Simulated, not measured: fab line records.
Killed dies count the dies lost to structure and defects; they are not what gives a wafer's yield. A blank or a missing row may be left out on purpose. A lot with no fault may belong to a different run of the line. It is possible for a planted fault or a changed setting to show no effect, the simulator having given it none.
Matching of chambers :: flow nand harc :: NHARC_P_M2_CMP_23 on cmp-02: 4 sister chambers
The step polishes, t overpolish 20 s, target thk 144.3 nm. 4 wafers are shown with their chamber, then 9 later ones without.

## WAFERS PAIRED WITH THEIR CHAMBERS
wafer: L081.5
chamber: 0
time to endpoint s (s): 31

wafer: L084.1
chamber: 2
time to endpoint s (s): 31

wafer: L084.2
chamber: 1
time to endpoint s (s): 29

wafer: L084.6
chamber: 3
time to endpoint s (s): 30

## WAFERS WITH NO CHAMBER GIVEN
wafer: L088.1
time to endpoint s (s): 31

wafer: L088.3
time to endpoint s (s): 32

wafer: L088.5
time to endpoint s (s): 31

wafer: L093.2
time to endpoint s (s): 19

wafer: L093.4
time to endpoint s (s): 25

wafer: L093.5
time to endpoint s (s): 25

wafer: L095.1
time to endpoint s (s): 27

wafer: L095.3
time to endpoint s (s): 24

wafer: L095.5
time to endpoint s (s): 27

## EACH ONE'S CHAMBER
wafer: L088.1
from the rows above: can't be placed: 0 or 2 or 3 or 1
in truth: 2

wafer: L088.3
from the rows above: can't be placed: 0 or 2 or 3 or 1
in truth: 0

wafer: L088.5
from the rows above: can't be placed: 0 or 2 or 3 or 1
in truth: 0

wafer: L093.2
from the rows above: can't be placed: 1 or 3 or 0 or 2
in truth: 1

wafer: L093.4
from the rows above: can't be placed: 1 or 3 or 0 or 2
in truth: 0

wafer: L093.5
from the rows above: can't be placed: 1 or 3 or 0 or 2
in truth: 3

wafer: L095.1
from the rows above: can't be placed: 1 or 3 or 0 or 2
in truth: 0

wafer: L095.3
from the rows above: can't be placed: 1 or 3 or 0 or 2
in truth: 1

wafer: L095.5
from the rows above: can't be placed: 1 or 3 or 0 or 2
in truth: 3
Placed correctly: 0 of 9. Cannot be placed on the basis of these rows: 9; the candidates contain the true chamber in 9. Wrongly placed: 0.
How it was worked out, from the rows above alone: a wafer's distance from a chamber is the root of the sum, over the readings, of the square of ((its reading less the chamber's mean) divided by the reading's scatter). If the next closest chamber is less than 2 further off than the closest, the wafer can't be placed; otherwise it belongs to the closest. Each chamber's mean is taken over the wafers shown for it. The scatter: with one shown wafer a chamber, the root of the mean of the squares of how far each hidden wafer lies from its nearest shown one.
